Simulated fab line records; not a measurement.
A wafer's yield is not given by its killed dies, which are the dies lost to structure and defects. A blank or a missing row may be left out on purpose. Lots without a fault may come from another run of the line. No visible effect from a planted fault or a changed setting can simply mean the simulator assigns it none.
fab line records -- flow nand_harc -- part 1 of 2: steps 1 to 4 of 6
record: lots: 23, wafers: 69, last_day: 33
route steps=1302 shown A_STAIRCASE@710
lots with no fault: from the same line, run without faults
start_h: the number of hours between the record's first day and the start of the first shown wafer of the lot -- wait_h: hours elapsed since this lot's preceding step -- " as in the row above -- L1.1+2: a row that stands for several wafers -- - no value, or no start given -- * or withheld: withheld -- < > ~ a bound
route shown NAME@n: NAME is a module with steps in the file, n the number in the route of the first one -- usual: mean/standard deviation of fault-free wafers -- same: alike in all rows -- chamber/n: place in a boat -- sites: readings site by site -- _std_site: how widely they spread, as a standard deviation -- _edge_site: the outer-site mean with the inner-site mean subtracted -- radius_mm: how far each site lies from the wafer's centre -- mask NAME#n: copy n -- behind: the most recent tool/chamber to have shaped the wafer -- hold: why the lot went on hold/how many hours it stayed there/how the hold came to an end -- device: whichever transistor did not switch (one of n, p or np) -- end of line: the same wafers' tests at the end of the route -- a step given without rows: its recipe and nothing more -- killed: the dies lost at the first sort to structure and to defects; this is not the yield of the wafer -- map: the dies of a wafer, with x for killed, . for not killed, _ for no die there
set.NAME: the run value of the setting; set.NAME@STEP: its run value at that earlier step -- model.NAME: the simulator's own value behind a step, which no gauge read
a sample of lots followed through the steps of the route, with each step as a table and each wafer as a row
services: when a tool's chamber went out of use (start_h, in hours from the record's first day, below 0 if earlier), for how many hours, and the reason
== steps ==
step: NHARC_A_STAIRCASE_TRIM_196
recipe: time_s: 211.2, o2_flow_sccm: 500, ar_flow_sccm: 0, bias_w: 0, chemistry: O2
usual: drypump_motor_current_A: 5.9/0.44, oes_product_au: 1.002/0.01, rf_vpp_V: 57.8/0.88, showerhead_plenum_p_Torr: 3.51/0.13, throttle_valve_pct: 17.035/0.0089
same: bias_w: 0
lot.wafer,tool,chamber,start_h,wait_h,drypump_motor_current_A,oes_product_au,rf_hours_counter_h,rf_vpp_V,showerhead_plenum_p_Torr,throttle_valve_pct
L074.2,rie_diel-07,1,361.58,0.1,6.3,0.996,19,58.4,3.55,17.029
L074.3,rie_diel-07,0,361.58,0.1,5.1,1.008,9,56.5,3.47,17.054
L074.5,rie_diel-07,1,361.58,0.1,6.3,0.995,-,58.2,3.55,17.031
L075.3,rie_diel-11,0,361.94,0.1,5.3,1.003,32,57.6,3.75,17.036
L075.2,rie_diel-11,1,361.94,0.1,6.3,1.005,31,58.0,3.61,17.026
L075.5,rie_diel-11,0,361.94,0.1,5.3,1.008,-,58.0,3.75,17.014
L076.3,rie_diel-07,3,366.11,0.1,6.0,0.999,21,58.0,3.48,17.038
L076.5,rie_diel-07,1,366.11,0.1,6.3,0.986,-,58.2,3.54,17.035
L076.6,rie_diel-07,2,366.11,0.1,5.8,0.993,-,59.2,3.32,17.036
L077.2,rie_diel-11,1,395.62,0.1,6.4,1.018,42,58.2,3.60,17.022
L077.4,rie_diel-11,0,395.62,0.1,5.3,1.011,-,59.8,3.75,17.017
L077.6,rie_diel-11,1,395.62,0.1,6.4,1.011,-,58.2,3.60,17.035
L078.3,rie_diel-11,0,400.46,0.1,5.3,0.998,47,57.2,3.74,17.037
L078.4,rie_diel-11,1,400.46,0.1,6.4,1.004,46,58.2,3.60,17.031
L078.5,rie_diel-11,3,400.46,0.1,6.3,1.011,-,57.1,3.62,17.031
L079.2,rie_diel-10,2,405.06,0.1,5.5,1.023,53,56.2,3.29,17.045
L079.5,rie_diel-10,3,405.06,0.1,6.1,0.997,-,58.9,3.57,17.043
L079.6,rie_diel-10,0,405.06,0.1,6.3,1.008,-,58.5,3.49,17.045
L080.4,rie_diel-10,3,420.75,0.1,6.2,1.010,61,57.3,3.57,17.034
L080.3,rie_diel-10,2,420.75,0.1,5.5,1.008,57,58.2,3.29,17.035
L080.6,rie_diel-10,3,420.75,0.1,6.1,1.001,-,57.1,3.57,17.028
L082.4,rie_diel-10,1,438.02,0.1,6.1,1.003,1,57.4,3.44,17.044
L082.2,rie_diel-10,2,438.02,0.1,5.5,1.006,1,59.5,3.81,17.033
L082.5,rie_diel-10,0,438.02,0.1,6.3,1.019,-,57.7,3.48,17.027
L081.4,rie_diel-07,3,438.43,0.1,6.1,1.007,42,58.7,3.47,17.039
L081.2,rie_diel-07,0,438.43,0.1,5.1,0.999,30,57.5,3.45,17.030
L081.6,rie_diel-07,2,438.43,0.1,5.8,0.997,-,57.7,3.31,17.037
L084.4,rie_diel-10,0,449.91,0.1,6.3,1.017,5,56.3,3.48,17.021
L084.3,rie_diel-10,1,449.91,0.1,6.2,0.991,4,57.6,3.43,17.039
L084.6,rie_diel-10,0,449.91,0.1,6.3,1.017,-,58.0,3.48,17.034
L083.4,rie_diel-11,2,449.94,0.1,5.5,1.007,1,58.8,3.38,17.039
L083.2,rie_diel-11,3,449.94,0.1,6.3,1.012,1,58.5,3.62,17.031
L083.3,rie_diel-11,0,449.94,0.1,5.3,1.006,1,58.4,3.74,17.030
L085.2,rie_diel-07,0,464.17,0.1,5.1,1.009,38,59.9,3.45,17.034
L085.3,rie_diel-07,3,464.17,0.1,6.0,1.011,52,57.2,3.46,17.040
L085.5,rie_diel-07,2,464.17,0.1,5.7,0.980,-,58.5,3.30,17.038
L086.4,rie_diel-11,0,469.67,0.1,5.3,0.999,8,59.5,3.73,17.045
L086.6,rie_diel-11,3,469.67,0.1,6.3,1.009,-,58.9,3.61,17.034
L086.5,rie_diel-11,0,469.67,0.1,5.3,0.996,-,58.9,3.73,17.042
L088.3,rie_diel-11,3,497.57,0.1,6.3,0.997,16,57.9,3.61,17.025
L088.2,rie_diel-11,1,497.57,0.1,6.4,1.009,16,58.3,3.58,17.045
L088.6,rie_diel-11,0,497.57,0.1,5.3,1.007,-,59.5,3.73,17.050
L087.3,rie_diel-07,0,497.73,0.1,5.1,0.997,5,57.6,3.45,17.023
L087.4,rie_diel-07,1,497.73,0.1,6.3,0.992,6,58.6,3.53,17.036
L087.6,rie_diel-07,1,497.73,0.1,6.3,0.990,-,57.5,3.52,17.036
L089.4,rie_diel-07,3,505.76,0.1,6.1,0.979,5,57.0,3.46,17.036
L089.2,rie_diel-07,1,505.76,0.1,6.3,0.982,8,59.6,3.52,17.054
L089.3,rie_diel-07,2,505.76,0.1,5.8,0.989,6,58.1,3.30,17.028
L090.4,rie_diel-07,1,524.30,0.1,6.3,1.003,15,57.6,3.52,17.049
L090.5,rie_diel-07,0,524.30,0.1,5.1,1.004,-,57.9,3.44,17.034
L090.6,rie_diel-07,1,524.30,0.1,6.3,0.999,-,57.8,3.52,17.043
L091.4,rie_diel-11,3,532.44,0.1,6.3,0.999,26,58.3,3.60,17.029
L091.3,rie_diel-11,0,532.44,0.1,5.3,1.007,29,59.5,3.72,17.024
L091.5,rie_diel-11,2,532.44,0.1,5.6,1.003,-,57.4,3.37,17.043
L092.3,rie_diel-07,3,537.94,0.1,6.0,0.995,13,58.0,3.45,17.027
L092.4,rie_diel-07,2,537.94,0.1,5.7,1.000,14,57.3,3.29,17.032
L092.5,rie_diel-07,3,537.94,0.1,6.0,0.993,-,58.7,3.45,17.031
L093.1,rie_diel-10,3,539.05,0.1,6.2,1.020,33,57.4,3.55,17.031
L093.5,rie_diel-10,2,539.05,0.1,5.5,1.027,-,59.4,3.79,17.034
L093.6,rie_diel-10,3,539.05,0.1,6.2,1.018,-,58.1,3.55,17.024
L094.1,rie_diel-11,2,549.37,0.1,5.5,1.000,32,57.9,3.37,17.020
L094.3,rie_diel-11,3,549.37,0.1,6.3,1.002,33,57.5,3.60,17.024
L094.6,rie_diel-11,1,549.37,0.1,6.4,1.016,-,58.4,3.57,17.025
L095.4,rie_diel-10,1,567.19,0.1,6.1,1.003,49,58.3,3.41,17.037
L095.1,rie_diel-10,2,567.19,0.1,5.5,1.018,45,58.9,3.78,17.036
L095.5,rie_diel-10,1,567.19,0.1,6.1,1.006,-,56.6,3.41,17.037
L096.2,rie_diel-07,3,574.03,0.1,6.0,0.989,28,57.7,3.45,17.046
L096.5,rie_diel-07,3,574.03,0.1,6.0,0.985,-,56.8,3.45,17.036
L096.4,rie_diel-07,0,574.03,0.1,5.1,1.001,-,57.8,3.43,17.038
step: NHARC_A_STAIRCASE_TRIM_224
recipe: time_s: 211.2, o2_flow_sccm: 500, ar_flow_sccm: 0, bias_w: 0, chemistry: O2
usual: drypump_motor_current_A: 5.9/0.4, oes_product_au: 1.003/0.0097, rf_vpp_V: 57.7/0.87, showerhead_plenum_p_Torr: 3.51/0.13, throttle_valve_pct: 17.036/0.0095
same: bias_w: 0
lot.wafer,tool,chamber,start_h,wait_h,drypump_motor_current_A,oes_product_au,rf_hours_counter_h,rf_vpp_V,showerhead_plenum_p_Torr,throttle_valve_pct
L074.2,rie_diel-10,2,-,-,5.5,1.012,36,56.5,3.30,17.036
L074.3,rie_diel-10,0,-,-,6.3,1.013,37,57.9,3.50,17.045
L074.5,rie_diel-10,0,-,-,6.3,1.011,-,57.7,3.50,17.046
L075.3,rie_diel-10,0,-,-,6.3,1.012,38,58.2,3.50,17.021
L075.2,rie_diel-10,2,-,-,5.5,1.016,36,57.1,3.30,17.030
L075.5,rie_diel-10,2,-,-,5.5,1.017,-,58.3,3.30,17.053
L076.3,rie_diel-07,0,-,-,5.1,1.005,12,56.6,3.46,17.032
L076.5,rie_diel-07,3,-,-,6.1,1.004,-,57.7,3.48,17.034
L076.6,rie_diel-07,0,-,-,5.1,0.995,-,57.1,3.46,17.044
L077.4,rie_diel-07,3,-,-,6.0,0.997,28,58.5,3.48,17.022
L077.2,rie_diel-07,0,-,-,5.1,0.996,18,57.7,3.46,17.050
L077.6,rie_diel-07,1,-,-,6.3,0.987,-,58.0,3.54,17.029
L078.4,rie_diel-10,2,-,-,5.5,1.009,53,57.8,3.29,17.035
L078.3,rie_diel-10,0,-,-,6.3,1.003,50,57.0,3.49,17.048
L078.5,rie_diel-10,1,-,-,6.1,0.979,-,56.7,3.44,17.017
L079.2,rie_diel-07,0,-,-,5.1,1.004,19,56.6,3.46,17.039
L079.6,rie_diel-07,2,-,-,5.8,0.988,-,57.7,3.32,17.002
L079.5,rie_diel-07,3,-,-,6.0,1.008,-,56.4,3.47,17.034
L080.3,rie_diel-11,3,-,-,6.3,1.013,54,57.2,3.62,17.031
L080.4,rie_diel-11,0,-,-,5.3,1.009,55,59.0,3.74,17.038
L080.6,rie_diel-11,1,-,-,6.4,1.007,-,58.2,3.59,17.029
L082.4,rie_diel-10,1,-,-,6.1,0.986,1,56.9,3.44,17.038
L082.2,rie_diel-10,0,-,-,6.3,1.014,2,57.9,3.48,17.043
L082.5,rie_diel-10,1,-,-,6.1,0.989,-,56.9,3.44,17.040
L081.4,rie_diel-10,3,-,-,6.1,0.999,2,56.3,3.57,17.030
L081.2,rie_diel-10,0,-,-,6.3,1.011,2,56.9,3.48,17.024
L081.6,rie_diel-10,2,-,-,5.5,1.010,-,57.7,3.81,17.031
L084.3,rie_diel-10,3,-,-,6.2,1.007,5,57.3,3.57,17.041
L084.4,rie_diel-10,0,-,-,6.3,1.022,-,59.2,3.48,17.023
L084.6,rie_diel-10,1,-,-,6.1,0.998,-,58.7,3.43,17.030
L083.3,rie_diel-11,1,-,-,6.4,1.021,2,57.6,3.59,17.035
L083.4,rie_diel-11,3,-,-,6.3,1.003,3,56.9,3.62,17.020
L083.2,rie_diel-11,0,-,-,5.3,1.005,3,58.7,3.74,17.037
L085.3,rie_diel-10,1,-,-,6.1,0.999,11,57.6,3.43,17.039
L085.2,rie_diel-10,2,-,-,5.5,1.011,9,58.7,3.80,17.035
L085.5,rie_diel-10,1,-,-,6.2,0.990,-,57.6,3.43,17.048
L086.4,rie_diel-10,3,-,-,6.2,0.998,12,57.9,3.56,17.030
L086.6,rie_diel-10,0,-,-,6.3,1.006,-,58.7,3.48,17.028
L086.5,rie_diel-10,1,-,-,6.1,0.986,-,56.8,3.43,17.042
L088.2,rie_diel-11,3,-,-,6.3,0.999,16,58.6,3.61,17.011
L088.3,rie_diel-11,0,-,-,5.3,1.005,16,56.9,3.73,17.045
L088.6,rie_diel-11,3,-,-,6.3,0.999,-,58.3,3.61,17.020
L087.4,rie_diel-10,1,-,-,6.1,0.997,23,56.5,3.42,17.020
L087.3,rie_diel-10,2,-,-,5.5,1.021,20,59.7,3.80,17.049
L087.6,rie_diel-10,0,-,-,6.3,1.010,-,56.8,3.47,17.053
L089.2,rie_diel-10,2,-,-,5.5,1.014,23,57.0,3.79,17.037
L089.4,rie_diel-10,0,-,-,6.3,1.014,23,58.2,3.47,17.024
L089.3,rie_diel-10,1,-,-,6.1,1.001,26,56.9,3.42,17.058
L090.4,rie_diel-10,0,-,-,6.3,1.007,32,57.3,3.47,17.025
L090.6,rie_diel-10,2,-,-,5.5,1.018,-,56.9,3.79,17.026
L090.5,rie_diel-10,3,-,-,6.2,1.008,-,56.5,3.55,17.036
L091.4,rie_diel-07,1,-,-,6.3,1.008,17,58.5,3.52,17.048
L091.3,rie_diel-07,3,-,-,6.0,0.995,12,57.9,3.45,17.042
L091.5,rie_diel-07,0,-,-,5.1,0.991,-,58.5,3.44,17.027
L092.3,rie_diel-07,0,-,-,5.1,0.997,17,56.1,3.44,17.040
L092.4,rie_diel-07,1,-,-,6.3,1.000,19,56.9,3.52,17.024
L092.5,rie_diel-07,0,-,-,5.1,1.000,-,57.4,3.44,17.041
L093.1,rie_diel-07,1,-,-,6.3,1.005,21,58.9,3.52,17.027
L093.5,rie_diel-07,1,-,-,6.3,1.005,-,58.3,3.52,17.025
L093.6,rie_diel-07,2,-,-,5.8,0.987,-,56.9,3.29,17.040
L094.1,rie_diel-07,3,-,-,6.0,0.995,19,59.3,3.45,17.035
L094.3,rie_diel-07,2,-,-,5.8,0.989,20,57.3,3.29,17.036
L094.6,rie_diel-07,3,-,-,6.1,0.987,-,57.4,3.45,17.028
L095.4,rie_diel-11,0,-,-,5.3,1.005,42,58.3,3.71,17.042
L095.1,rie_diel-11,1,-,-,6.4,1.011,41,57.4,3.57,17.038
L095.5,rie_diel-11,3,-,-,6.3,0.996,-,58.7,3.59,17.032
L096.2,rie_diel-11,2,-,-,5.6,1.006,40,58.5,3.36,17.034
L096.4,rie_diel-11,3,-,-,6.3,0.996,41,57.8,3.59,17.043
L096.5,rie_diel-11,3,-,-,6.3,1.002,-,58.0,3.59,17.045
step: NHARC_A_STAIRCASE_TRIM_229
recipe: time_s: 211.2, o2_flow_sccm: 500, ar_flow_sccm: 0, bias_w: 0, chemistry: O2
usual: drypump_motor_current_A: 5.9/0.43, oes_product_au: 1.004/0.0095, rf_vpp_V: 57.7/0.74, showerhead_plenum_p_Torr: 3.51/0.13, throttle_valve_pct: 17.035/0.0093
same: bias_w: 0
lot.wafer,tool,chamber,start_h,wait_h,drypump_motor_current_A,oes_product_au,rf_hours_counter_h,rf_vpp_V,showerhead_plenum_p_Torr,throttle_valve_pct
L074.2,rie_diel-11,2,365.33,0.1,5.5,0.991,34,57.4,3.40,17.043
L074.3,rie_diel-11,0,365.33,0.1,5.3,1.009,33,58.9,3.75,17.043
L074.5,rie_diel-11,1,365.33,0.1,6.4,1.006,-,58.1,3.61,17.029
L075.3,rie_diel-10,0,366.87,0.1,6.3,1.005,38,58.5,3.50,17.055
L075.2,rie_diel-10,2,366.87,0.1,5.5,1.015,37,56.8,3.30,17.045
L075.5,rie_diel-10,3,366.87,0.1,6.2,1.006,-,58.8,3.58,17.031
L076.3,rie_diel-10,0,369.84,0.1,6.3,1.012,39,56.4,3.49,17.033
L076.5,rie_diel-10,0,369.84,0.1,6.3,1.015,-,57.3,3.49,17.038
L076.6,rie_diel-10,1,369.84,0.1,6.1,0.990,-,57.3,3.45,17.035
L077.4,rie_diel-07,0,402.94,0.1,5.1,1.008,18,57.6,3.46,17.033
L077.2,rie_diel-07,2,402.94,0.1,5.7,0.993,30,57.8,3.32,17.048
L077.6,rie_diel-07,1,402.94,0.1,6.3,1.003,-,58.1,3.54,17.025
L078.4,rie_diel-07,2,404.20,0.1,5.8,0.996,31,57.7,3.31,17.037
L078.3,rie_diel-07,3,404.20,0.1,6.1,1.009,28,58.8,3.48,17.033
L078.5,rie_diel-07,2,404.20,0.1,5.8,0.996,-,58.1,3.32,17.040
L079.2,rie_diel-11,3,408.93,0.1,6.3,1.005,51,58.7,3.62,17.038
L079.5,rie_diel-11,0,408.93,0.1,5.3,0.995,-,58.8,3.74,17.035
L079.6,rie_diel-11,1,408.93,0.1,6.4,0.996,-,57.7,3.60,17.046
L080.3,rie_diel-11,1,424.42,0.1,6.4,1.007,56,58.8,3.59,17.037
L080.4,rie_diel-11,0,424.42,0.1,5.3,0.992,55,57.4,3.74,17.028
L080.6,rie_diel-11,1,424.42,0.1,6.4,1.014,-,58.6,3.59,17.026
L082.4,rie_diel-10,3,442.53,0.5,6.2,1.009,3,57.8,3.57,17.027
L082.2,rie_diel-10,0,442.53,0.5,6.3,1.010,3,57.8,3.48,17.038
L082.5,rie_diel-10,3,442.53,0.5,6.2,1.001,-,57.4,3.57,17.031
L081.4,rie_diel-07,2,443.42,0.1,5.8,0.993,48,58.1,3.31,17.037
L081.2,rie_diel-07,3,443.42,0.1,6.0,1.004,46,57.2,3.47,17.031
L081.6,rie_diel-07,2,443.42,0.1,5.8,0.989,-,56.5,3.31,17.043
L084.3,rie_diel-10,0,453.65,0.1,6.3,1.017,6,56.8,3.48,17.058
L084.6,rie_diel-10,3,453.65,0.1,6.2,0.997,-,56.9,3.57,17.031
L084.4,rie_diel-10,0,453.65,0.1,6.3,1.022,-,57.8,3.48,17.038
L083.3,rie_diel-11,2,454.62,0.1,5.6,1.000,3,58.5,3.38,17.046
L083.4,rie_diel-11,3,454.62,0.1,6.3,1.000,3,57.8,3.61,17.015
L083.2,rie_diel-11,0,454.62,0.1,5.3,1.003,3,57.3,3.74,17.055
L085.2,rie_diel-07,2,468.41,0.1,5.8,0.995,55,58.3,3.30,17.055
L085.3,rie_diel-07,3,468.41,0.1,6.1,1.013,53,57.1,3.46,17.018
L085.5,rie_diel-07,0,468.41,0.1,5.1,1.001,-,57.7,3.45,17.041
L086.4,rie_diel-10,3,476.17,0.1,6.1,1.008,13,57.8,3.56,17.038
L086.5,rie_diel-10,0,476.17,0.1,6.3,1.001,-,56.2,3.48,17.029
L086.6,rie_diel-10,1,476.17,0.1,6.1,1.007,-,57.6,3.43,17.033
L088.2,rie_diel-11,3,501.34,0.1,6.3,1.010,17,57.9,3.61,17.019
L088.3,rie_diel-11,2,501.34,0.1,5.6,0.992,17,56.3,3.37,17.025
L088.6,rie_diel-11,0,501.34,0.1,5.3,1.013,-,56.8,3.73,17.045
L087.3,rie_diel-07,0,501.62,0.1,5.1,1.001,6,57.1,3.44,17.012
L087.4,rie_diel-07,3,501.62,0.1,6.1,0.998,4,59.2,3.46,17.022
L087.6,rie_diel-07,0,501.62,0.1,5.1,1.002,-,57.4,3.44,17.034
L089.3,rie_diel-10,3,509.92,0.1,6.2,1.012,21,57.5,3.56,17.034
L089.2,rie_diel-10,0,509.92,0.1,6.3,1.008,23,57.6,3.47,17.026
L089.4,rie_diel-10,2,509.92,0.1,5.5,1.026,23,57.8,3.79,17.043
L090.4,rie_diel-11,1,528.01,0.1,6.4,1.021,28,57.9,3.57,17.034
L090.5,rie_diel-11,2,528.01,0.1,5.6,1.009,-,58.3,3.37,17.035
L090.6,rie_diel-11,3,528.01,0.1,6.3,1.009,-,58.5,3.60,17.036
L091.3,rie_diel-07,1,536.14,0.1,6.3,0.994,18,57.3,3.52,17.051
L091.4,rie_diel-07,2,536.14,0.1,5.7,1.001,14,57.0,3.29,17.045
L091.5,rie_diel-07,1,536.14,0.1,6.3,1.003,-,58.4,3.52,17.036
L092.4,rie_diel-10,0,541.68,0.1,6.3,1.003,36,58.2,3.47,17.041
L092.3,rie_diel-10,1,541.68,0.1,6.1,0.985,38,56.2,3.41,17.037
L092.5,rie_diel-10,2,541.68,0.1,5.5,1.017,-,59.1,3.79,17.036
L093.1,rie_diel-07,1,545.66,0.1,6.3,0.994,21,56.8,3.52,17.023
L093.5,rie_diel-07,3,545.66,0.1,6.0,0.981,-,57.6,3.45,17.036
L093.6,rie_diel-07,0,545.66,0.1,5.1,0.986,-,56.6,3.44,17.047
L094.1,rie_diel-07,1,552.90,0.1,6.3,0.995,23,57.2,3.51,17.046
L094.3,rie_diel-07,0,552.90,0.1,5.1,1.000,22,57.4,3.44,17.039
L094.6,rie_diel-07,1,552.90,0.1,6.3,1.000,-,58.3,3.52,17.027
L095.1,rie_diel-11,1,571.10,0.1,6.4,1.009,41,58.4,3.57,17.030
L095.4,rie_diel-11,3,571.10,0.1,6.3,0.989,40,57.5,3.59,17.041
L095.5,rie_diel-11,2,571.10,0.1,5.5,1.011,-,56.8,3.36,17.037
L096.2,rie_diel-11,0,577.79,0.1,5.3,1.017,44,56.7,3.71,17.031
L096.4,rie_diel-11,2,577.79,0.1,5.5,1.001,40,57.0,3.36,17.034
L096.5,rie_diel-11,1,577.79,0.1,6.4,1.015,-,57.7,3.57,17.050
step: NHARC_A_STAIRCASE_HM_DEP_456
recipe: target_thk_a: 31000, temp_c: 400, material: aC
usual: throttle_valve_pct: 35.001/0.0087
lot.wafer,tool,chamber,start_h,wait_h,throttle_valve_pct
L074.2,acl_dep-02,0,371.05,-,34.998
L074.3,acl_dep-02,0,371.05,-,35.007
L074.5,acl_dep-02,0,371.05,-,35.003
L075.2,acl_dep-02,0,372.89,-,34.998
L075.3,acl_dep-02,0,372.89,-,35.007
L075.5,acl_dep-02,0,372.89,-,34.994
L076.3,acl_dep-03,0,375.64,-,35.010
L076.5,acl_dep-03,0,375.64,-,35.014
L076.6,acl_dep-03,0,375.64,-,34.988
L077.2,acl_dep-02,0,408.94,-,35.013
L077.4,acl_dep-02,0,408.94,-,35.004
L077.6,acl_dep-02,0,408.94,-,35.002
L078.3,acl_dep-02,0,411.08,-,35.012
L078.4,acl_dep-02,0,411.08,-,35.008
L078.5,acl_dep-02,0,411.08,-,35.001
L079.2,acl_dep-03,0,412.73,-,34.993
L079.5,acl_dep-03,0,412.73,-,34.998
L079.6,acl_dep-03,0,412.73,-,34.998
L080.3,acl_dep-03,0,430.88,-,35.017
L080.4,acl_dep-03,0,430.88,-,35.010
L080.6,acl_dep-03,0,430.88,-,35.011
L082.2,acl_dep-03,0,446.74,-,34.993
L082.4,acl_dep-03,0,446.74,-,35.001
L082.5,acl_dep-03,0,446.74,-,34.992
L081.2,acl_dep-01,0,447.28,-,34.991
L081.4,acl_dep-01,0,447.28,-,35.002
L081.6,acl_dep-01,0,447.28,-,34.982
L084.3,acl_dep-01,0,459.55,-,34.997
L084.4,acl_dep-01,0,459.55,-,35.011
L084.6,acl_dep-01,0,459.55,-,35.015
L083.2,acl_dep-03,0,459.81,-,35.005
L083.3,acl_dep-03,0,459.81,-,35.008
L083.4,acl_dep-03,0,459.81,-,35.011
L085.2,acl_dep-02,0,475.60,-,35.003
L085.3,acl_dep-02,0,475.60,-,35.000
L085.5,acl_dep-02,0,475.60,-,35.012
L086.4,acl_dep-01,0,481.67,-,35.002
L086.5,acl_dep-01,0,481.67,-,35.008
L086.6,acl_dep-01,0,481.67,-,34.997
L088.2,acl_dep-01,0,505.37,-,35.022
L088.3,acl_dep-01,0,505.37,-,35.008
L088.6,acl_dep-01,0,505.37,-,35.003
L087.3,acl_dep-02,0,505.92,-,34.998
L087.4,acl_dep-02,0,505.92,-,34.993
L087.6,acl_dep-02,0,505.92,-,35.001
L089.2,acl_dep-02,0,513.79,-,34.988
L089.3,acl_dep-02,0,513.79,-,35.001
L089.4,acl_dep-02,0,513.79,-,34.993
L090.4,acl_dep-01,0,532.33,-,34.999
L090.5,acl_dep-01,0,532.33,-,34.988
L090.6,acl_dep-01,0,532.33,-,35.005
L091.3,acl_dep-03,0,542.31,-,34.997
L091.4,acl_dep-03,0,542.31,-,35.014
L091.5,acl_dep-03,0,542.31,-,35.003
L092.3,acl_dep-02,0,548.32,-,34.982
L092.4,acl_dep-02,0,548.32,-,34.990
L092.5,acl_dep-02,0,548.32,-,34.991
L093.1,acl_dep-01,0,549.60,-,34.998
L093.5,acl_dep-01,0,550.84,-,34.990
L093.6,acl_dep-01,0,550.84,-,35.002
L094.1,acl_dep-03,0,558.32,-,35.007
L094.3,acl_dep-03,0,558.32,-,35.006
L094.6,acl_dep-03,0,558.32,-,34.984
L095.1,acl_dep-01,0,574.70,-,35.003
L095.4,acl_dep-01,0,574.70,-,34.992
L095.5,acl_dep-01,0,574.70,-,34.998
L096.2,acl_dep-01,0,583.87,-,35.009
L096.4,acl_dep-01,0,583.87,-,35.001
L096.5,acl_dep-01,0,583.87,-,34.998
